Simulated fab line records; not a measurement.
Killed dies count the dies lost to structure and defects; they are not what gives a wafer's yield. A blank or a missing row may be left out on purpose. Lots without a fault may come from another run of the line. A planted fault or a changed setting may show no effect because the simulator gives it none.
Split-lot experiment ; flow n5Finfet ; route with 1938 steps; 7 lots, 21 wafers read

== THE SPLIT ITSELF ==
At N5_BEOL_M1_COAT_05 (resist thk 30 nm), the setting spinRpm was moved away from the recipe's 1500 rpm on 9 of the 21 wafers read, by -7.9% to +7.7%. All remaining wafers had this setting at the recipe value.

== FROM THE SPLIT TO THE READING: what the file shows between them, 5 steps ==
- N5_BEOL_M1_EBR_07
- N5_BEOL_M1_SOFTBAKE_06: time 60 s
- N5_BEOL_M1_EXPOSE_08: exposes mask M1
- N5_BEOL_M1_PEB_09: peb time 60 s
- N5_BEOL_M1_DEVELOP_10: develop time 30 s

== THE READING ==
CAR-EUV_of_BEOL_M1_COAT_05.thkNm (the simulator's own value, which no gauge read), in nm, at N5_BEOL_M1_DESCUM_16 (chemistry O2, time 7 s). No usual value for it is given in the file. The 12 wafers here that ran the recipe average 26.1 nm, standard deviation 0.087 nm.

wafer;tool, chamber at the split;spinRpm as run, rpm;against the recipe;CAR-EUV_of_BEOL_M1_COAT_05.thkNm, nm;against lot-mates on the recipe
L074.2;lithoTrack-04, 0;1386;-7.6%;27.4;+1.4
L074.4;lithoTrack-04, 0;1386;-7.6%;27.4;+1.4
L074.3;lithoTrack-04, 0;1500;recipe;26;-
L075.2;lithoTrack-05, 0;1611;+7.4%;25;-1.2
L075.6;lithoTrack-05, 0;1611;+7.4%;25;-1.2
L075.3;lithoTrack-05, 0;1500;recipe;26.2;-
L077.1;lithoTrack-05, 0;1615;+7.7%;25;-1.0
L077.5;lithoTrack-05, 0;1615;+7.7%;24.8;-1.2
L077.6;lithoTrack-05, 0;1500;recipe;26;-
L078.1;lithoTrack-04, 0;1500;recipe;26;-
L078.3;lithoTrack-04, 0;1500;recipe;26;-
L078.6;lithoTrack-04, 0;1500;recipe;26;-
L088.2;lithoTrack-05, 0;1382;-7.9%;27.2;+1.2
L088.5;lithoTrack-05, 0;1382;-7.9%;27.2;+1.2
L088.4;lithoTrack-05, 0;1500;recipe;26;-
L095.1;lithoTrack-04, 0;1500;recipe;26;-
L095.5;lithoTrack-04, 0;1500;recipe;26;-
L095.3;lithoTrack-04, 0;1500;recipe;26.2;-
L096.1;lithoTrack-04, 0;1500;recipe;26.2;-
L096.3;lithoTrack-04, 0;1500;recipe;26;-
L096.5;lithoTrack-04, 0;1589;+5.9%;25.2;-0.9

FIT RESULTS
A straight line over all 21 wafers: CAR-EUV_of_BEOL_M1_COAT_05.thkNm changes by -0.153 nm for each +1% of spinRpm; r = -0.99; the points scatter about the line by 0.1 nm.
The same after taking each lot's own level away (the mean of its wafers on the recipe; 21 wafers): -0.16 nm for each +1%; r = -0.99; scatter 0.093 nm.
Per that fit: largest spinRpm move, reading shift of 1.3 nm.
The span of the lots' own levels, 26.00 to 26.20 nm, comes to 2.3 times the standard deviation stated above.
Consequently the slope shifts little with the lot-to-lot level, the two slopes agreeing.
Check: +1.3 nm against its lot-mates is what the line predicts for one of the wafers moved furthest among these (-7.9%) when that wafer is left out of the fit. Against them it came out at +1.2 nm.

== THESE WAFERS: OTHER SPLITS ==
Before the reading, these wafers also passed through other splits. Each is held against what the fit with the lots' levels taken away leaves over:
other split on the same wafers;wafers away from the commonest value;r with CAR-EUV_of_BEOL_M1_COAT_05.thkNm (lot level and that fit taken away)
N5_BEOL_M0_SAQP_DESCUM_45 timeS;7;+0.51

== THE WHOLE CHAIN: every reading that the file lists as answering this split, in the file's order ==
step;what it does;reading;change (the file's fit);r (the file's)
N5_BEOL_M1_COAT_05;resist thk 30 nm;CAR-EUV_of_BEOL_M1_COAT_05.thkNm (the simulator's own value, which no gauge read);-0.14 nm for each +1% of the setting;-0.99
N5_BEOL_M1_DEVELOP_10;develop time 30 s;CAR-EUV_of_BEOL_M1_COAT_05.thkNm (the simulator's own value, which no gauge read);-0.15 nm for each +1% of the setting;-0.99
N5_BEOL_M1_DESCUM_16;chemistry O2, time 7 s;CAR-EUV_of_BEOL_M1_COAT_05.thkNm (the simulator's own value, which no gauge read);-0.159 nm for each +1% of the setting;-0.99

== THE FILE'S OWN FIT ==
CAR-EUV_of_BEOL_M1_COAT_05.thkNm changes by -0.159 nm for each +1% of spinRpm, r = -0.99.
